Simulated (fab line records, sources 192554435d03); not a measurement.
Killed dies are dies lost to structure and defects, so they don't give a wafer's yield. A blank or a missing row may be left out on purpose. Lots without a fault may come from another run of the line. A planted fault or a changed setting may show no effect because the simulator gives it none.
Split-lot experiment | flow n5_finfet | 7 lots, 21 wafers read, on a route of 1938 steps

THE SPLIT
At N5_BEOL_M10_ILD_DEP_00 (deposits SiCOH lowk from DEMS/porogen, target thk 308.51 nm, time 58 s), the setting time_s was moved away from the recipe's 58 s on 9 of the 21 wafers read, by -3.9% to +14.3%. The other wafers ran this setting at the recipe's value.

FROM THE SPLIT TO THE READING: what the file shows between them, 1 step
- N5_BEOL_M10_CURE_71: cures SiCOH lowk, time 240 s

THE READING
M10_ILD_THK, in nm, at N5_BEOL_M10_THK_MEAS_01. Fault-free wafers of this fab line usually give 266 nm, standard deviation 3.5 nm.

wafer  | tool, chamber at the split | time_s as run, s | against the recipe | M10_ILD_THK, nm | against lot-mates on the recipe
L082.1 | pecvd-03, 0                | 58               | recipe             | 269             | -
L082.2 | pecvd-03, 2                | 58               | recipe             | 268             | -
L082.6 | pecvd-03, 0                | 58               | recipe             | 270             | -
L083.1 | pecvd-01, 0                | 62.12            | +7.1%              | 287             | no lot-mate on the recipe
L083.4 | pecvd-01, 1                | 62.12            | +7.1%              | 295             | no lot-mate on the recipe
L083.6 | pecvd-01, 0                | 62.12            | +7.1%              | 290             | no lot-mate on the recipe
L087.1 | pecvd-02, 0                | 58               | recipe             | 266             | -
L087.4 | pecvd-02, 2                | 58               | recipe             | 274             | -
L087.6 | pecvd-02, 1                | 58               | recipe             | 267             | -
L090.2 | pecvd-02, 2,0              | 58               | recipe             | 264             | -
L090.3 | pecvd-02, 2,0              | 58               | recipe             | 264             | -
L090.5 | pecvd-02, 2                | 58               | recipe             | 269             | -
L092.1 | pecvd-03, 1                | 55.75            | -3.9%              | 257             | -9
L092.3 | pecvd-03, 0                | 55.75            | -3.9%              | 253             | -13
L092.5 | pecvd-03, 2                | 58               | recipe             | 266             | -
L093.3 | pecvd-02, 2                | 60.64            | +4.6%              | 277             | +12
L093.4 | pecvd-02, 1                | 58               | recipe             | 265             | -
L093.6 | pecvd-02, 2                | 60.64            | +4.6%              | 278             | +13
L094.1 | pecvd-03, 0,2              | 66.32            | +14.3%             | 304             | +35
L094.5 | pecvd-03, 1                | 58               | recipe             | 269             | -
L094.6 | pecvd-03, 0,2              | 66.32            | +14.3%             | 304             | +35
Where a row lists several chambers, the file gives one row for several wafers and doesn't say which wafer went through which chamber.

THE FIT
A straight line over all 21 wafers: M10_ILD_THK changes by +2.73 nm for each +1% of time_s; r = +0.97; the points scatter about the line by 3.3 nm.
The same after taking each lot's own level away (the mean of its wafers on the recipe; 18 wafers): +2.5 nm for each +1%; r = +0.99; scatter 2.1 nm.
On that fit, the largest move of time_s shifts the reading by 36 nm.
The lots' own levels span 265.0 to 269.0 nm, that is 1.1 times the standard deviation above.
So the lot-to-lot level changes the slope little: the two slopes agree.
Check: with one of the wafers moved furthest among these (+14.3%) left out of the fit, the line predicts +36.3 nm for it against its lot-mates. It came out at +35 nm against them.

OTHER SPLITS ON THESE WAFERS
These wafers also went through other splits before the reading. Each is held against what the fit with the lots' levels taken away leaves over:
other split on the same wafers | wafers away from the commonest value | r with M10_ILD_THK (lot level and that fit taken away)
N5_BEOL_M9_EXPOSE_25 dose_mj   | 7                                    | +0.35

THE WHOLE CHAIN: every reading that the file lists as answering this split, in the file's order
step                    | what it does                                                           | reading                                                                                   | change (the file's fit)              | r (the file's)
N5_BEOL_M10_ILD_DEP_00  | deposits SiCOH lowk from DEMS/porogen, target thk 308.51 nm, time 58 s | SiCOH_lowk_of_BEOL_M10_ILD_DEP_00.thk_nm (the simulator's own value, which no gauge read) | +2.85 nm for each +1% of the setting | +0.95
N5_BEOL_M10_CURE_71     | cures SiCOH lowk, time 240 s                                           | SiCOH_lowk_of_BEOL_M10_ILD_DEP_00.thk_nm (the simulator's own value, which no gauge read) | +2.52 nm for each +1% of the setting | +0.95
N5_BEOL_M10_THK_MEAS_01 |                                                                        | M10_ILD_THK                                                                               | +2.52 for each +1% of the setting    | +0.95

THE FILE'S OWN FIT
M10_ILD_THK changes by +2.52 nm for each +1% of time_s, r = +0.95.
